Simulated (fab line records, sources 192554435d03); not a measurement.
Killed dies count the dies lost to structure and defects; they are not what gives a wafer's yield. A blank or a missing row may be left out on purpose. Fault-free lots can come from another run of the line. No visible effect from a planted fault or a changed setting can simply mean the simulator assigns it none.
Which tool did it? ; flow n5_finfet ; Sampling: 19 lots, 57 wafers, 6 of 1938 route steps

WHAT THE GAUGES READ, wafer by wafer
Not one reading of a measure or inspect step in the record can be checked against a usual standard deviation.

TOOL THAT RAN EACH LOT (tool first, then ch and the chambers of the sampled wafers, then the start)
lot;N5_BEOL_M9_DESCUM_33;N5_BEOL_M9_ETCH_66;N5_BEOL_M9_ETCH_41;N5_BEOL_M10_STRIP_19;N5_BEOL_M10_DESCUM_33;N5_BEOL_M10_TRENCH_ETCH_37
L074;rie_diel-05 ch 2,3, day 10 04:26;rie_diel-05 ch 2,3, day 10 04:31;rie_diel-05 ch 2,3, day 10 12:28 or earlier;rie_diel-06 ch 1,2, day 10 12:28;rie_diel-04 ch 0,1,3, day 10 13:17;rie_diel-04 ch 0,1,3, no start
L075;rie_diel-05 ch 2,3, day 10 11:13;rie_diel-05 ch 2,3, day 10 11:18;rie_diel-05 ch 2,3, day 10 19:01 or earlier;rie_diel-06 ch 0,2,3, day 10 19:01;rie_diel-04 ch 1,3, day 10 21:33;rie_diel-04 ch 1,3, no start
L076;rie_diel-01 ch 1,2,3, day 11 13:18;rie_diel-01 ch 1,2,3, day 11 13:23;rie_diel-01 ch 1,2,3, day 11 19:19 or earlier;rie_diel-02 ch 2,3, day 11 19:19;rie_diel-02 ch 1,3, day 11 20:35;rie_diel-02 ch 1,3, no start
L078;rie_diel-05 ch 1,2,3, day 11 13:28;rie_diel-05 ch 1,2,3, day 11 13:32;rie_diel-05 ch 1,2,3, day 11 19:40 or earlier;rie_diel-02 ch 1,2,3, day 11 19:40;rie_diel-04 ch 2,3, day 11 20:28;rie_diel-04 ch 2,3, no start
L081;rie_diel-01 ch 0,1,2, day 11 17:20;rie_diel-01 ch 0,1,2, day 11 17:25;rie_diel-01 ch 0,1,2, day 12 00:20 or earlier;rie_diel-02 ch 0,1,2, day 12 00:20;rie_diel-02 ch 0,1,2, day 12 02:35;rie_diel-02 ch 0,1,2, no start
L079;rie_diel-01 ch 2,3, day 11 20:45;rie_diel-01 ch 2,3, day 11 20:50;rie_diel-01 ch 2,3, day 12 04:20 or earlier;rie_diel-04 ch 1,2,3, day 12 04:20;rie_diel-02 ch 1,2, day 12 07:17;rie_diel-02 ch 1,2, no start
L080;rie_diel-01 ch 0,1,2, day 11 22:58;rie_diel-01 ch 0,1,2, day 11 23:03;rie_diel-01 ch 0,1,2, day 12 05:51 or earlier;rie_diel-02 ch 0,1,2, day 12 05:51;rie_diel-04 ch 0,2,3, day 12 06:45;rie_diel-04 ch 0,2,3, no start
L082;rie_diel-03 ch 1,2,3, day 12 02:55;rie_diel-03 ch 1,2,3, day 12 02:59;rie_diel-03 ch 1,2,3, day 12 08:55 or earlier;rie_diel-02 ch 1,2,3, day 12 08:55;rie_diel-04 ch 1,2,3, day 12 09:33;rie_diel-04 ch 1,2,3, no start
L083;rie_diel-01 ch 0,1, day 12 06:46;rie_diel-01 ch 0,1, day 12 06:50;rie_diel-01 ch 0,1, day 12 12:38 or earlier;rie_diel-02 ch 1,2, day 12 12:38;rie_diel-04 ch 0,2,3, day 12 13:12;rie_diel-04 ch 0,2,3, no start
L085;rie_diel-05 ch 0,1,3, day 12 21:10;rie_diel-05 ch 0,1,3, day 12 21:15;rie_diel-05 ch 0,1,3, day 13 03:42 or earlier;rie_diel-04 ch 0,2, day 13 03:42;rie_diel-04 ch 0,1, day 13 04:17;rie_diel-04 ch 0,1, no start
L086;rie_diel-05 ch 1,3, day 13 08:04;rie_diel-05 ch 1,3, day 13 08:08;rie_diel-05 ch 1,3, day 13 13:53 or earlier;rie_diel-04 ch 0,1,3, day 13 13:53;rie_diel-06 ch 0,2,3, day 13 14:37;rie_diel-06 ch 0,2,3, no start
L088;rie_diel-01 ch 0,1,3, day 13 20:25;rie_diel-01 ch 0,1,3, day 13 20:30;rie_diel-01 ch 0,1,3, day 14 02:12 or earlier;rie_diel-04 ch 0,1,3, day 14 02:12;rie_diel-02 ch 1,2,3, day 14 03:04;rie_diel-02 ch 1,2,3, no start
L089;rie_diel-03 ch 0,2,3, day 14 04:34;rie_diel-03 ch 0,2,3, day 14 04:38;rie_diel-03 ch 0,2,3, day 14 09:56 or earlier;rie_diel-02 ch 0,2, day 14 09:56;rie_diel-02 ch 1,3, day 14 13:18;rie_diel-02 ch 1,3, no start
L091;rie_diel-01 ch 0,3, day 14 04:57;rie_diel-01 ch 0,3, day 14 05:02;rie_diel-01 ch 0,3, day 14 14:46 or earlier;rie_diel-06 ch 1,2,3, day 14 14:46;rie_diel-02 ch 0,2,3, day 14 15:25;rie_diel-02 ch 0,2,3, no start
L093;rie_diel-05 ch 1,2,3, day 14 15:39;rie_diel-05 ch 1,2,3, day 14 15:44;rie_diel-05 ch 1,2,3, day 15 00:01 or earlier;rie_diel-04 ch 1,2,3, day 15 00:01;rie_diel-04 ch 0,1,2, day 15 01:30;rie_diel-04 ch 0,1,2, no start
L092;rie_diel-03 ch 0,1,2, day 14 15:50;rie_diel-03 ch 0,1,2, day 14 15:55;rie_diel-03 ch 0,1,2, day 15 00:03 or earlier;rie_diel-04 ch 0,1,3, day 15 00:03;rie_diel-02 ch 0,1,3, day 15 01:50;rie_diel-02 ch 0,1,3, no start
L094;rie_diel-05 ch 0,3, day 15 01:43;rie_diel-05 ch 0,3, day 15 01:47;rie_diel-05 ch 0,3, day 15 09:53 or earlier;rie_diel-06 ch 0,2, day 15 09:53;rie_diel-02 ch 0,1,2, day 15 10:31;rie_diel-02 ch 0,1,2, no start
L095;rie_diel-01 ch 2,3, day 15 19:53;rie_diel-01 ch 2,3, day 15 19:58;rie_diel-01 ch 2,3, day 16 03:37 or earlier;rie_diel-06 ch 1,2,3, day 16 03:37;rie_diel-06 ch 2,3, day 16 04:04;rie_diel-06 ch 2,3, no start
L097;rie_diel-01 ch 0,2, day 16 03:14;rie_diel-01 ch 0,2, day 16 03:19;rie_diel-01 ch 0,2, day 16 09:25 or earlier;rie_diel-02 ch 1,2,3, day 16 09:25;rie_diel-02 ch 2,3, day 16 11:11;rie_diel-02 ch 2,3, no start
- N5_BEOL_M9_DESCUM_33: chemistry O2, time 7 s.
- N5_BEOL_M9_ETCH_66: etches SOC in N2/H2, target depth 80 nm, overetch 16 nm, time 120 s.
- N5_BEOL_M9_ETCH_41: etches SiCN in CH3F/O2, target depth 36.6 nm, time 70.1 s.
- N5_BEOL_M10_STRIP_19: strips in O2.
- N5_BEOL_M10_DESCUM_33: chemistry O2, time 7.9 s.
- N5_BEOL_M10_TRENCH_ETCH_37: etches SiCOH lowk in C4F6/O2, target depth 148.83 nm, time 48 s.

AS READ BY THE TOOLS THEMSELVES (means over the sampled wafers that have a number; for cases with no such wafer, the mark the record gives instead)
N5_BEOL_M9_DESCUM_33.
lot;tool;drypump_motor_current_A (A);oes_product_au (a.u.);rf_vpp_V (V);showerhead_plenum_p_Torr (Torr);throttle_valve_pct (%)
L074;rie_diel-05;5.3;0.80;242.5;2.07;20.55
L075;rie_diel-05;5.3;0.79;242.6;2.07;20.54
L076;rie_diel-01;5.5;0.85;243.6;2.08;20.23
L078;rie_diel-05;5.6;0.85;243.4;2.11;20.41
L081;rie_diel-01;5.4;0.86;242.2;2.04;20.16
L079;rie_diel-01;5.5;0.86;243.6;2.07;20.33
L080;rie_diel-01;5.4;0.86;242.0;2.04;20.18
L082;rie_diel-03;6.3;0.78;243.6;2.12;20.33
L083;rie_diel-01;5.5;0.85;242.6;2.04;20.11
L085;rie_diel-05;5.6;0.79;242.6;2.10;20.44
L086;rie_diel-05;5.9;0.88;244.8;2.15;20.27
L088;rie_diel-01;5.6;0.82;242.7;2.06;20.21
L089;rie_diel-03;6.1;0.79;243.9;2.13;20.38
L091;rie_diel-01;5.7;0.82;243.0;2.05;20.23
L093;rie_diel-05;5.6;0.81;243.6;2.10;20.45
L092;rie_diel-03;6.2;0.75;243.0;2.08;20.37
L094;rie_diel-05;5.3;0.69;243.0;2.05;20.64
L095;rie_diel-01;5.5;0.83;242.6;2.06;20.37
L097;rie_diel-01;5.3;0.84;241.7;2.03;20.30

N5_BEOL_M9_ETCH_66.
lot;tool;drypump_motor_current_A (A);oes_product_au (a.u.);rf_vpp_V (V);showerhead_plenum_p_Torr (Torr);throttle_valve_pct (%)
L074;rie_diel-05;5.3;0.61;523.4;2.51;17.86
L075;rie_diel-05;5.3;0.61;524.3;2.51;17.88
L076;rie_diel-01;5.6;0.65;523.2;2.49;17.43
L078;rie_diel-05;5.6;0.65;524.2;2.56;17.71
L081;rie_diel-01;5.4;0.65;521.8;2.46;17.37
L079;rie_diel-01;5.6;0.65;523.4;2.48;17.43
L080;rie_diel-01;5.4;0.64;522.8;2.46;17.39
L082;rie_diel-03;6.3;0.60;524.5;2.59;17.70
L083;rie_diel-01;5.5;0.64;522.0;2.46;17.49
L085;rie_diel-05;5.6;0.60;523.8;2.55;17.78
L086;rie_diel-05;5.9;0.66;525.8;2.59;17.55
L088;rie_diel-01;5.6;0.62;523.0;2.49;17.54
L089;rie_diel-03;6.1;0.60;526.1;2.60;17.82
L091;rie_diel-01;5.7;0.63;522.4;2.49;17.65
L093;rie_diel-05;5.6;0.62;524.1;2.54;17.75
L092;rie_diel-03;6.1;0.58;523.4;2.54;17.87
L094;rie_diel-05;5.3;0.53;521.6;2.48;18.04
L095;rie_diel-01;5.5;0.63;522.7;2.47;17.49
L097;rie_diel-01;5.3;0.63;521.4;2.44;17.46

N5_BEOL_M9_ETCH_41.
lot;tool;drypump_motor_current_A (A);oes_product_au (a.u.);rf_vpp_V (V);showerhead_plenum_p_Torr (Torr);throttle_valve_pct (%)
L074;rie_diel-05;5.3;0.79;297.5;1.97;16.38
L075;rie_diel-05;5.3;0.79;297.3;1.97;16.38
L076;rie_diel-01;5.6;0.85;296.6;1.99;16.14
L078;rie_diel-05;5.6;0.84;298.1;2.02;16.27
L081;rie_diel-01;5.4;0.86;296.2;1.96;16.06
L079;rie_diel-01;5.5;0.86;297.0;1.98;16.16
L080;rie_diel-01;5.4;0.85;296.6;1.96;16.07
L082;rie_diel-03;6.3;0.78;298.0;2.03;16.28
L083;rie_diel-01;5.5;0.86;297.2;1.96;16.11
L085;rie_diel-05;5.6;0.77;296.9;2.01;16.31
L086;rie_diel-05;5.9;0.86;298.1;2.06;16.17
L088;rie_diel-01;5.7;0.82;297.0;1.99;16.22
L089;rie_diel-03;6.1;0.79;297.6;2.05;16.28
L091;rie_diel-01;5.7;0.84;296.9;1.98;16.27
L093;rie_diel-05;5.6;0.80;297.3;2.01;16.32
L092;rie_diel-03;6.1;0.75;296.6;1.99;16.33
L094;rie_diel-05;5.3;0.68;296.6;1.95;16.48
L095;rie_diel-01;5.5;0.82;296.8;1.97;16.21
L097;rie_diel-01;5.4;0.83;295.7;1.94;16.12

N5_BEOL_M10_STRIP_19.
lot;tool;drypump_motor_current_A (A);oes_product_au (a.u.);rf_vpp_V (V);showerhead_plenum_p_Torr (Torr);throttle_valve_pct (%)
L074;rie_diel-06;5.2;0.73;3.8;2.07;16.73
L075;rie_diel-06;5.9;0.73;3.7;2.12;16.66
L076;rie_diel-02;6.5;0.97;3.4;2.04;16.50
L078;rie_diel-02;6.3;0.93;3.4;2.07;16.53
L081;rie_diel-02;6.0;0.82;3.5;2.06;16.57
L079;rie_diel-04;5.9;0.87;3.7;2.18;16.38
L080;rie_diel-02;6.0;0.81;2.5;2.06;16.58
L082;rie_diel-02;6.4;0.90;3.5;2.07;16.54
L083;rie_diel-02;6.1;0.85;3.0;2.10;16.58
L085;rie_diel-04;5.9;0.80;3.5;2.19;16.73
L086;rie_diel-04;5.9;0.87;3.6;2.19;16.45
L088;rie_diel-04;5.8;0.86;3.7;2.18;16.46
L089;rie_diel-02;5.8;0.76;3.5;2.01;16.64
L091;rie_diel-06;5.7;0.81;3.7;2.09;16.60
L093;rie_diel-04;5.9;0.84;3.9;2.17;16.41
L092;rie_diel-04;5.8;0.85;3.5;2.18;16.48
L094;rie_diel-06;5.4;0.87;3.2;2.07;16.48
L095;rie_diel-06;5.7;0.80;3.6;2.09;16.61
L097;rie_diel-02;6.3;0.84;4.2;2.06;16.60

N5_BEOL_M10_DESCUM_33.
lot;tool;drypump_motor_current_A (A);oes_product_au (a.u.);rf_vpp_V (V);showerhead_plenum_p_Torr (Torr);throttle_valve_pct (%)
L074;rie_diel-04;5.8;0.92;244.3;2.19;20.17
L075;rie_diel-04;5.8;0.94;243.7;2.17;20.03
L076;rie_diel-02;6.6;0.92;242.6;2.07;20.40
L078;rie_diel-04;5.9;0.84;244.5;2.20;20.17
L081;rie_diel-02;6.0;0.82;241.9;2.06;20.35
L079;rie_diel-02;6.0;0.90;243.3;2.07;20.25
L080;rie_diel-04;5.9;0.85;245.0;2.21;20.25
L082;rie_diel-04;5.8;0.87;245.1;2.18;20.12
L083;rie_diel-04;5.9;0.85;244.8;2.21;20.26
L085;rie_diel-04;5.9;0.86;243.5;2.14;20.31
L086;rie_diel-06;5.9;0.81;243.2;2.11;20.35
L088;rie_diel-02;6.3;0.87;243.9;2.06;20.35
L089;rie_diel-02;6.6;0.86;243.0;2.06;20.44
L091;rie_diel-02;6.2;0.82;241.9;2.02;20.35
L093;rie_diel-04;5.9;0.80;244.3;2.16;20.41
L092;rie_diel-02;6.3;0.78;242.6;2.04;20.47
L094;rie_diel-02;6.0;0.78;242.5;2.05;20.40
L095;rie_diel-06;5.4;0.86;242.5;2.10;20.39
L097;rie_diel-02;6.5;0.87;242.0;2.02;20.34

N5_BEOL_M10_TRENCH_ETCH_37.
lot;tool;drypump_motor_current_A (A);oes_ar_750_au (a.u.);oes_product_au (a.u.);rf_vpp_V (V);showerhead_plenum_p_Torr (Torr);throttle_valve_pct (%)
L074;rie_diel-04;5.8;0.90;0.91;662;2.97;20.68
L075;rie_diel-04;5.9;0.91;0.93;664;2.96;20.63
L076;rie_diel-02;6.6;0.89;0.90;670;2.83;21.04
L078;rie_diel-04;5.9;0.85;0.85;655;2.99;20.70
L081;rie_diel-02;6.0;0.82;0.82;653;2.80;20.85
L079;rie_diel-02;6.0;0.89;0.90;655;2.85;20.93
L080;rie_diel-04;5.9;0.86;0.85;657;2.98;20.70
L082;rie_diel-04;5.8;0.86;0.86;659;2.97;20.68
L083;rie_diel-04;5.9;0.85;0.84;657;2.98;20.71
L085;rie_diel-04;5.9;0.84;0.85;666;2.92;20.86
L086;rie_diel-06;5.9;0.82;0.81;665;2.86;20.75
L088;rie_diel-02;6.3;0.86;0.86;663;2.83;21.03
L089;rie_diel-02;6.6;0.84;0.85;670;2.82;21.08
L091;rie_diel-02;6.2;0.81;0.82;669;2.76;20.86
L093;rie_diel-04;5.9;0.80;0.80;662;2.93;20.89
L092;rie_diel-02;6.3;0.77;0.78;661;2.78;20.94
L094;rie_diel-02;6.0;0.78;0.78;652;2.79;20.90
L095;rie_diel-06;5.4;0.85;0.85;657;2.83;20.73
L097;rie_diel-02;6.5;0.85;0.86;680;2.79;21.01

THE ANSWER, worked out from the rows above alone
Rule: what is usual is taken from the lots themselves. The widest of any qualifying gaps counts: lots, ordered by their means at a reading, are off when they make up no more than a third of the lots, leave a main group of 4 or more, and stand apart from it by 3 or more times the standard deviation of that group's means. The tables above print the reading to a certain number of digits; a main group whose means all agree to those digits is not used. Also off: a lot with no number at a reading for which 4 or more lots have one. All remaining lots with rows at the step are treated as sound. First the gauges in route order, then the tools' own readings, where a lot's mean is used as printed above. The first step at which some lot is off is used, and at that step the reading that is off furthest; a lot without a number counts as furthest.
No lot is off on any of the readings shown, so nothing can be concluded from this.

WHAT THE SIMULATOR HAD INSERTED
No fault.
